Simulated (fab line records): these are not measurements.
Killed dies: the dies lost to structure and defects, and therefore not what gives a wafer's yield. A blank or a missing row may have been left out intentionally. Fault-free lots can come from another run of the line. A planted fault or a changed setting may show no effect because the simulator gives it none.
fab line records | flow n5_finfet
[record] lots = 6 wafers = 18 last_day = 17
route steps=1938 shown BEOL_M6@1199 PASSIVATION@1936
lots untouched by any fault: they come from a run of this same line in which no faults occurred
start_h: hours from the record's first day to the start of the lot's first wafer shown | wait_h: how many hours have passed since the lot's step before this one | " same as the row above | L1.1+2: one row covering several wafers at once | - value missing, or start not given | * or withheld: withheld | < > ~ a bound
route shown NAME@n: NAME is a module with steps in the file, n the number in the route of the first one | usual: mean and standard deviation over wafers with no fault | same: alike in all rows | chamber/n: place in a boat | sites: per-site readings | _std_site: how widely they spread, as a standard deviation | _edge_site: inner sites' mean taken away from outer sites' mean | radius_mm: how far each site lies from the wafer's centre | mask NAME#n: copy n | behind: the last tool/chamber to shape the wafer | hold: reason for holding the lot/hours on hold/outcome of the hold | device: names the non-switching transistor (n, p or np) | end of line: at the end of the route, the tests of the same wafers | a step given without rows: its recipe and nothing more | killed: dies lost to structure and defects at the first sort, not the wafer's yield | map: a wafer's dies, marking killed ones x, the rest . and places with no die _
set.NAME: the run value of the setting; set.NAME@STEP: its run value at that earlier step | model.NAME: the simulator's own value behind a step, which no gauge read
lots at some steps of the route; a table a step, a row a wafer
services: from which hour (start_h, from the record's first day; less than 0 if before it) a tool's chamber was out of use, for how many hours, and why
[[steps]]
[step N5_BEOL_M6_COAT_59]
[recipe] resist = SOC temp_c = 250 time_s = 60 spin_rpm = 1500 resist_thk_nm = 100
[step N5_BEOL_M6_COAT_60]
[recipe] resist = SiARC temp_c = 220 time_s = 60 spin_rpm = 1500 resist_thk_nm = 35
[step N5_BEOL_M6_COAT_05]
[recipe] resist = CAR-ArF spin_rpm = 1500 resist_thk_nm = 90
[step N5_BEOL_M6_EBR_07]
[recipe] solvent = PGMEA ebr_width_mm = 1.5
[step N5_BEOL_M6_SOFTBAKE_06]
[recipe] temp_c = 110 time_s = 60 resist = CAR-ArF
[step N5_BEOL_M6_EXPOSE_08]
[recipe] mask_id = M6 na = 1.35 source_shape = dipole sigma_inner = 0.817 sigma_outer = 0.97 polarization = te dose_mj = 68.25
[step N5_BEOL_M6_PEB_09]
[recipe] peb_temp_c = withheld peb_time_s = 60 resist = CAR-ArF
[step N5_BEOL_M6_DEVELOP_10]
[recipe] develop_time_s = 30 developer = TMAH resist = CAR-ArF rinse_liquid = diw dry = air_spin dev_temp_c = 23
[step N5_BEOL_M6_CD_MEAS_11]
[recipe] target_cd_nm = 38.5 landing_energy_ev = 500 detector = se_inlens polarity = opening
[usual] cd_nm = 38.4/0.68
// columns lot.wafer tool chamber start_h wait_h cd_nm
L273.3 cd_sem-03 0 226.13 - 38.5
L273.4 " 0 " " 38.4
L273.6 " 0 " " 38.8
L271.1 cd_sem-03 0 226.36 - 40.0
L271.4 " 0 " " 39.2
L271.6 " 0 " " 38.6
L284.1 cd_sem-03 0 291.09 - 38.2
L284.2 " 0 " " 39.1
L284.5 " 0 " " 38.7
L286.2 cd_sem-01 0 297.74 - 37.5
L286.3 " 0 " " 37.7
L286.5 " 0 " " 37.2
L285.1 cd_sem-02 0 299.10 - 38.4
L285.3 " 0 " " 39.1
L285.6 " 0 " " 39.3
L288.1 cd_sem-02 0 302.82 - 38.3
L288.4 " 0 " " 37.9
L288.5 " 0 " " 37.5
[step N5_BEOL_M6_OVL_MEAS_12]
[recipe] points_per_wafer = 44
[usual] M6_OVL = 0.2/0.84
[same] points_per_wafer = 44
// columns lot.wafer tool chamber start_h wait_h M6_OVL[nm]
L273.3 overlay-01 0 226.16 0.0 1.0
L273.4 " 0 " " 0.7
L273.6 " 0 " " 0.1
L271.1 overlay-01 0 226.39 0.0 1.0
L271.4 " 0 " " 0.6
L271.6 " 0 " " 1.6
L284.1 overlay-01 0 291.12 0.0 -0.2
L284.2 " 0 " " 0.1
L284.5 " 0 " " -0.3
L286.2 overlay-02 0 297.77 0.0 -0.7
L286.3 " 0 " " -2.3
L286.5 " 0 " " -1.8
L285.1 overlay-01 0 299.13 0.0 2.0
L285.3 " 0 " " 0.6
L285.6 " 0 " " -1.0
L288.1 overlay-02 0 302.85 0.0 -0.2
L288.4 " 0 " " 0.1
L288.5 " 0 " " 0.9
[step N5_BEOL_M6_INSPECT_13]
[recipe] mode = adi inspect_instrument = brightfield
[usual] raw_defect_count = 414/93
// columns lot.wafer tool chamber start_h wait_h raw_defect_count
L273.3 defect_inspect-02 - 226.18 0.0 433
L273.4 " - " " 374
L273.6 " - " " 386
L271.1 defect_inspect-02 - 226.41 0.0 325
L271.4 " - " " 247
L271.6 " - " " 437
L284.1 defect_inspect-02 - 291.14 0.0 433
L284.2 " - " " 399
L284.5 " - " " 370
L286.2 defect_inspect-01 - 297.79 0.0 462
L286.3 " - " " 409
L286.5 " - " " 659
L285.1 defect_inspect-01 - 299.15 0.0 282
L285.3 " - " " 359
L285.6 " - " " 347
L288.1 defect_inspect-01 - 302.87 0.0 381
L288.4 " - " " 374
L288.5 " - " " 437
[step N5_BEOL_M6_DESCUM_16]
[recipe] chemistry = O2 time_s = 7.9 source_power_w = 50 bias_power_w = 20 pressure_mtorr = 20 rf_frequency_hz = 2.712e+07 temp_c = 40 resist = CAR-ArF o2_flow_sccm = 225
[usual] drypump_motor_current_A = 5.5/0.57 o2_flow_sccm = 225.0/0.63 oes_product_au = 0.81/0.085 rf_vpp_V = 243.2/1.4 showerhead_plenum_p_Torr = 2.11/0.07 throttle_valve_pct = 20.35/0.19
[same] time_s = 7.9
// columns lot.wafer tool chamber start_h wait_h drypump_motor_current_A o2_flow_sccm oes_product_au rf_hours_counter_h rf_vpp_V showerhead_plenum_p_Torr throttle_valve_pct
L273.3 rie_diel-06 3 226.21 0.0 5.7 225.1 0.95 13 243.4 2.08 20.16
L273.4 " 2 " " 6.4 225.5 0.89 - 244.8 2.24 20.43
L273.6 " 3 " " 5.7 224.7 0.95 - 240.9 2.08 20.17
L271.1 rie_diel-02 2 226.55 0.1 4.7 225.2 0.77 138 244.1 2.19 20.15
L271.4 " 3 " " 6.4 226.6 0.69 227 242.7 2.07 20.60
L271.6 " 2 " " 4.7 225.6 0.76 - 244.0 2.19 20.15
L284.1 rie_diel-05 0 291.20 0.1 5.5 225.0 0.77 148 241.5 2.01 20.32
L284.2 " 3 " " 5.7 224.5 0.86 50 242.5 2.04 20.65
L284.5 " 0 " " 5.5 226.0 0.77 - 241.6 2.01 20.34
L286.2 rie_diel-02 1 298.07 0.3 5.3 225.1 0.72 214 242.7 2.08 20.41
L286.3 " 0 " " 5.5 224.6 0.75 174 242.2 2.06 20.19
L286.5 " 1 " " 5.3 224.8 0.71 - 241.6 2.08 20.41
L285.1 rie_diel-05 0 299.19 0.0 5.5 224.6 0.75 148 241.3 2.01 20.33
L285.3 " 1 " " 5.4 224.5 0.93 23 241.2 2.08 20.37
L285.6 " 2 " " 6.5 225.1 0.84 - 245.6 2.20 20.32
L288.1 rie_diel-02 0 302.91 0.0 5.5 224.9 0.74 176 241.6 2.06 20.20
L288.4 " 2 " " 4.7 224.7 0.74 - 244.4 2.18 20.17
L288.5 " 1 " " 5.3 224.7 0.71 - 241.9 2.08 20.41
[step N5_BEOL_M6_ETCH_61]
[recipe] chemistry = CF4 target = SiARC target_depth_a = 455 mask_material = CAR-ArF time_s = 75.8 ion_energy_ev = 80 pressure_mtorr = 40 source_w = 545 bias_w = 36 Ar_flow_sccm = 100 cf4_flow_sccm = 100 ends = cleared
[usual] bias_w = 35.98/0.1 drypump_motor_current_A = 5.5/0.56 etch_rf_on_time_s = 76.0/2.2 oes_product_au = 0.69/0.068 rf_vpp_V = 184.4/1.2 showerhead_plenum_p_Torr = 2.15/0.065 throttle_valve_pct = 15.51/0.2
// columns lot.wafer tool chamber start_h wait_h bias_w drypump_motor_current_A etch_rf_on_time_s oes_product_au rf_hours_counter_h rf_vpp_V showerhead_plenum_p_Torr throttle_valve_pct
L273.3 rie_diel-06 3 226.25 0.0 35.89 5.7 75.5 0.79 13 184.4 2.10 15.16
L273.4 " 2 " " 36.08 6.4 73.9 0.75 - 187.8 2.27 15.42
L273.6 " 3 " " 35.94 5.7 75.4 0.80 - 183.4 2.10 15.14
L271.1 rie_diel-02 2 226.58 0.0 35.87 4.7 78.4 0.65 138 186.5 2.22 15.34
L271.4 " 3 " " 36.03 6.5 77.5 0.58 227 183.3 2.12 15.86
L271.6 " 2 " " 36.01 4.7 78.2 0.65 - 185.8 2.22 15.35
L284.1 rie_diel-05 0 291.23 0.0 31.89 5.5 80.5 0.63 148 169.8 2.06 15.55
L284.2 " 3 " " 32.00 5.7 81.3 0.71 50 171.8 2.08 15.60
L284.5 " 0 " " 31.88 5.5 80.2 0.63 - 169.8 2.06 15.56
L286.2 rie_diel-02 1 298.10 0.0 35.90 5.3 76.5 0.61 214 183.0 2.15 15.76
L286.3 " 0 " " 35.97 5.5 72.7 0.66 174 185.3 2.13 15.56
L286.5 " 1 " " 36.04 5.3 76.6 0.62 - 182.9 2.15 15.75
L285.1 rie_diel-05 0 299.22 0.0 31.96 5.5 81.3 0.63 148 169.6 2.06 15.57
L285.3 " 1 " " 31.78 5.5 75.3 0.78 23 169.4 2.11 15.31
L285.6 " 2 " " 32.07 6.5 83.0 0.68 - 172.3 2.27 15.53
L288.1 rie_diel-02 0 302.94 0.0 36.09 5.5 73.4 0.65 176 184.0 2.13 15.58
L288.4 " 2 " " 35.86 4.7 78.4 0.62 - 185.0 2.21 15.39
L288.5 " 1 " " 36.13 5.3 76.9 0.61 - 183.7 2.15 15.79
[step N5_BEOL_M6_ETCH_62]
[recipe] chemistry = N2/H2 target = SOC target_depth_a = 1100 overetch_a = 220 mask_material = SiARC temp_c = 40 time_s = 165 ion_energy_ev = 200 pressure_mtorr = 30 source_w = 840 bias_w = 150 n2_flow_sccm = 200 h2_flow_sccm = 200
[usual] bias_w = 150.0/0.48 drypump_motor_current_A = 5.5/0.56 oes_product_au = 0.68/0.064 rf_vpp_V = 524.1/2.3 showerhead_plenum_p_Torr = 2.55/0.076 throttle_valve_pct = 17.67/0.27
[same] time_s = 165
// columns lot.wafer tool chamber start_h wait_h bias_w drypump_motor_current_A oes_product_au rf_hours_counter_h rf_vpp_V showerhead_plenum_p_Torr throttle_valve_pct
L273.3 rie_diel-06 3 226.31 0.0 150.2 5.7 0.78 13 522.6 2.47 17.17
L273.4 " 2 " " 149.7 6.4 0.73 - 527.7 2.69 17.51
L273.6 " 3 " " 150.1 5.7 0.79 - 524.2 2.46 17.17
L271.1 rie_diel-02 2 226.64 0.0 149.5 4.7 0.66 138 526.5 2.63 17.33
L271.4 " 3 " " 150.9 6.5 0.59 227 523.3 2.52 17.98
L271.6 " 2 " " 149.8 4.7 0.66 - 527.6 2.63 17.30
L284.1 rie_diel-05 0 291.29 0.0 149.2 5.5 0.65 148 520.3 2.46 17.92
L284.2 " 3 " " 149.2 5.7 0.73 50 523.6 2.48 18.04
L284.5 " 0 " " 149.4 5.5 0.65 - 521.5 2.46 17.90
L286.2 rie_diel-02 1 298.16 0.0 148.9 5.3 0.60 214 522.8 2.52 17.78
L286.3 " 0 " " 149.8 5.5 0.64 175 523.3 2.55 17.86
L286.5 " 1 " " 150.4 5.3 0.61 - 522.9 2.51 17.77
L285.1 rie_diel-05 0 299.28 0.0 150.2 5.5 0.65 148 521.4 2.46 17.91
L285.3 " 1 " " 149.2 5.4 0.77 23 522.7 2.48 17.50
L285.6 " 2 " " 149.4 6.5 0.70 - 527.9 2.68 17.74
L288.1 rie_diel-02 0 303.00 0.0 150.2 5.5 0.63 176 523.7 2.55 17.87
L288.4 " 2 " " 150.7 4.7 0.64 - 526.9 2.62 17.37
L288.5 " 1 " " 150.1 5.3 0.61 - 522.2 2.51 17.77
[step N5_PASSIVATION_PROBE_49]
[usual] defect_limited_yield = 91.6/1.4 killed_at_M0_to_M3 = 32/9.5 killed_at_M4_up = 13/6 killed_at_contacts = 12/5.6 killed_at_front_end = 39/11 killed_at_other = 2.8/2.3 killed_dies = 99/16 killed_open = 65/12 killed_short = 32/7.6 sort_bin_4_leakage = 0.1/0.88 sort_bin_5_function = 4.8/0.88 sort_bin_6_memory = 3.2/0.65 sort_bin_8_speed = 0.2/2 sort_n_pass = 1077/29 sort_yield_pct = 91.2/2.5
[same] gross_dies = 1180 killed_at_back_side = 0
// columns lot.wafer tool chamber start_h wait_h defect_limited_yield[%] killed_at_M0_to_M3 killed_at_M4_up killed_at_contacts killed_at_front_end killed_at_other killed_dies killed_open killed_short sort_bin_4_leakage[%] sort_bin_5_function[%] sort_bin_6_memory[%] sort_bin_8_speed[%] sort_n_pass sort_yield_pct[%]
L273.3 prober-01 - 318.39 0.1 91.7 24 8 22 41 3 98 53 42 0 4.7 3.2 14.8 907 76.9
L273.4 prober-01 - 318.44 0.2 93.0 19 3 19 38 4 83 57 25 0 4.2 2.7 0 1097 93.0
L273.6 prober-01 - 318.54 0.3 94.2 11 11 4 38 4 68 41 23 0 3.1 2.5 0.6 1105 93.6
L271.1 prober-02 - 319.85 0.0 92.8 21 14 13 31 6 85 62 23 0.1 4.1 2.9 0 1094 92.7
L271.4 prober-02 - 320.00 0.2 90.9 29 11 13 52 2 107 71 36 0 4.8 3.7 0 1073 90.9
L271.6 prober-02 - 320.10 0.3 92.7 22 5 13 41 5 86 62 24 0 4.2 2.9 0 1094 92.7
// killed by level:class
L273.3 MOL_CONTACT_COAG:geometric_particle:open=16 BEOL_M0_SAQP:geometric_particle:open=10 GATE_CUT:geometric_particle:short=9 FIN_SAQP:geometric_particle:short=7 MOL_CONTACT_COAG:geometric_particle:short=6 FIN_SAQP:geometric_particle:open=5 BEOL_M0_SAQP:geometric_particle:short=4 STI_FIN_REVEAL:geometric_particle:open=3
L273.4 MOL_CONTACT_COAG:geometric_particle:open=16 FIN_SAQP:geometric_particle:open=9 BEOL_M3:geometric_particle:open=6 GATE_CUT:geometric_particle:short=5 FIN_CUT:geometric_particle:short=4 GATE_CUT:geometric_particle:open=4 BEOL_M0_SAQP:geometric_particle:short=4 MOL_CONTACT_COAG:geometric_particle:short=3
L273.6 STI_FIN_REVEAL:geometric_particle:open=9 FIN_SAQP:geometric_particle:short=8 FIN_SAQP:geometric_particle:open=8 BEOL_M4:geometric_particle:open=5 GATE_CUT:geometric_particle:short=4 MOL_CONTACT_COAG:geometric_particle:open=4 STARTING-WAFER:geometric_particle:short=3 BEOL_M0_SAQP:geometric_particle:open=2
L271.1 MOL_CONTACT_COAG:geometric_particle:open=12 FIN_SAQP:geometric_particle:open=7 FIN_SAQP:geometric_particle:short=6 BEOL_M4:geometric_particle:open=6 BEOL_M2:geometric_particle:open=5 STI_FIN_REVEAL:geometric_particle:open=3 DUMMY_GATE:geometric_particle:open=3 GATE_CUT:geometric_particle:short=3
L271.4 STI_FIN_REVEAL:geometric_particle:open=16 FIN_SAQP:geometric_particle:open=13 MOL_CONTACT_COAG:geometric_particle:open=11 BEOL_M0_SAQP:geometric_particle:open=9 BEOL_M0_SAQP:geometric_particle:short=9 FIN_SAQP:geometric_particle:short=7 STI_FIN_REVEAL:geometric_particle:short=7 BEOL_M2:geometric_particle:open=5
L271.6 FIN_SAQP:geometric_particle:open=14 STI_FIN_REVEAL:geometric_particle:open=11 MOL_CONTACT_COAG:geometric_particle:open=9 STI_FIN_REVEAL:geometric_particle:short=4 BEOL_M2:geometric_particle:open=4 MOL_CONTACT_COAG:geometric_particle:short=4 BEOL_M0_SAQP:geometric_particle:short=4 BEOL_M0_SAQP:geometric_particle:open=4
[[services]]
// columns tool chamber start_h hours kind
rie_diel-06 1 206.72 - clean
rie_diel-06 1 206.72 - consumable_replace:focus_ring
rie_diel-06 1 206.72 22.6 scheduled_down
rie_diel-06 1 206.72 22.6 vent_cycle
rie_diel-05 1 216.85 - clean
rie_diel-05 1 216.85 - consumable_replace:focus_ring
rie_diel-05 0 231.06 1.6 repair
rie_diel-06 - 236.71 0.9 repair
rie_diel-06 0 252.51 12.0 repair
rie_diel-02 3 262.99 5.7 repair
rie_diel-02 - 271.93 0.3 repair
rie_diel-05 0 291.72 5.4 repair
rie_diel-02 3 294.43 - clean
rie_diel-02 3 294.43 - consumable_replace:esc
rie_diel-02 3 294.43 - consumable_replace:focus_ring
rie_diel-02 3 294.43 26.6 scheduled_down
rie_diel-02 3 294.43 26.6 vent_cycle
rie_diel-06 0 295.00 3.9 repair
[[key]]
[first_sign] step = N5_BEOL_M6_ETCH_61 reading = bias_w direction = down sigmas = 39 usual = * struck = *
[effect] step = N5_BEOL_M6_ETCH_61 reading = rf_vpp_V direction = down sigmas = 11 usual = 184.4 struck = 170.5
met_at N5_BEOL_M6_ETCH_61
struck_wafers L284.1,L284.2,L284.5,L285.1,L285.3,L285.6
[baseline_loss] step = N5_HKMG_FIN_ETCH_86 wafers = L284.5
[fault] kind = process_parameter_drift tool = rie_diel-05 chamber = - onset_h = 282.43 steps = N5_BEOL_M6_ETCH_61 channel = bias_w offset = * shape = step end_h = 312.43 acts_in = * stated = *
// baseline_loss: these wafers lose ten dies or more at that step, a loss of the line's own and not of a fault; the sort's usual values leave them out
